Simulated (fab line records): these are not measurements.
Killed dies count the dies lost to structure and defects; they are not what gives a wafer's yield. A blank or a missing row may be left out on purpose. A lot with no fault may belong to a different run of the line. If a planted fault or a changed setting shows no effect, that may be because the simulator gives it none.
Matching of chambers | flow nand_harc | rie_diel-03 running NHARC_A_STAIRCASE_DESCUM_219: 4 sister chambers
The step chemistry O2, time 3 s. 16 wafers are shown with their chamber, then 8 later ones without.

== EACH WAFER AND ITS CHAMBER ==
wafer  | chamber | showerhead_plenum_p_Torr (Torr) | drypump_motor_current_A (A) | oes_product_au (a.u.)
L076.2 | 3       | 1.84                            | 5.2                         | 1.003
L076.5 | 2       | 1.98                            | 5.8                         | 1.008
L076.6 | 3       | 1.84                            | 5.2                         | 1.003
L078.1 | 1       | 1.84                            | 5.2                         | 0.983
L078.2 | 0       | 1.93                            | 5.7                         | 0.987
L078.5 | 1       | 1.84                            | 5.2                         | 0.977
L078.3 | 3       | 1.84                            | 5.2                         | 0.999
L078.4 | 2       | 1.98                            | 5.7                         | 1.021
L078.6 | 2       | 1.98                            | 5.8                         | 1.017
L083.2 | 2       | 1.98                            | 5.7                         | 1.004
L083.4 | 1       | 1.84                            | 5.3                         | 0.976
L083.6 | 2       | 1.98                            | 5.7                         | 1.016
L087.1 | 0       | 1.93                            | 5.7                         | 0.986
L087.3 | 1       | 1.84                            | 5.2                         | 0.982
L087.5 | 3       | 1.83                            | 5.2                         | 0.999
L084.1 | 3       | 1.83                            | 5.2                         | 0.996

SIGNATURES, as means of the wafers listed above
reading                  | chamber 0 | chamber 1 | chamber 2 | chamber 3 | scatter within a chamber
showerhead_plenum_p_Torr | 1.9300    | 1.8400    | 1.9800    | 1.8360    | 0.00316
drypump_motor_current_A  | 5.700     | 5.225     | 5.740     | 5.200     | 0.0403
oes_product_au           | 0.98650   | 0.97950   | 1.01320   | 1.00000   | 0.00473
Rule: distance of a wafer from a chamber = root of the sum over the readings of ((wafer's reading minus chamber's mean) / reading's scatter) squared. If the next closest chamber is less than 2 further off than the closest, the wafer can't be placed; otherwise it belongs to the closest. The scatter: the root of (the sum of the squares of (reading less its chamber's mean) over the shown wafers, divided by (wafers less chambers)).

== WAFERS WITHOUT THEIR CHAMBER ==
wafer  | showerhead_plenum_p_Torr (Torr) | drypump_motor_current_A (A) | oes_product_au (a.u.)
L084.2 | 1.84                            | 5.3                         | 0.993
L084.3 | 1.97                            | 5.7                         | 1.015
L091.1 | 1.93                            | 5.8                         | 0.995
L091.3 | 1.83                            | 5.2                         | 0.998
L091.6 | 1.83                            | 5.2                         | 0.990
L094.1 | 1.83                            | 5.2                         | 0.971
L094.2 | 1.83                            | 5.3                         | 0.976
L094.4 | 1.97                            | 5.8                         | 1.004

== WHICH CHAMBER EACH ONE RAN IN ==
wafer  | from the rows above     | in truth
L084.2 | can't be placed: 3 or 1 | 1
L084.3 | 2                       | 2
L091.1 | 0                       | 0
L091.3 | 3                       | 3
L091.6 | can't be placed: 3 or 1 | 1
L094.1 | 1                       | 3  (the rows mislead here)
L094.2 | 1                       | 1
L094.4 | 2                       | 2
5 of 8 placed correctly. Not placeable from these rows: 2 (in 2, the candidates include the true chamber). Wrongly placed: 1.
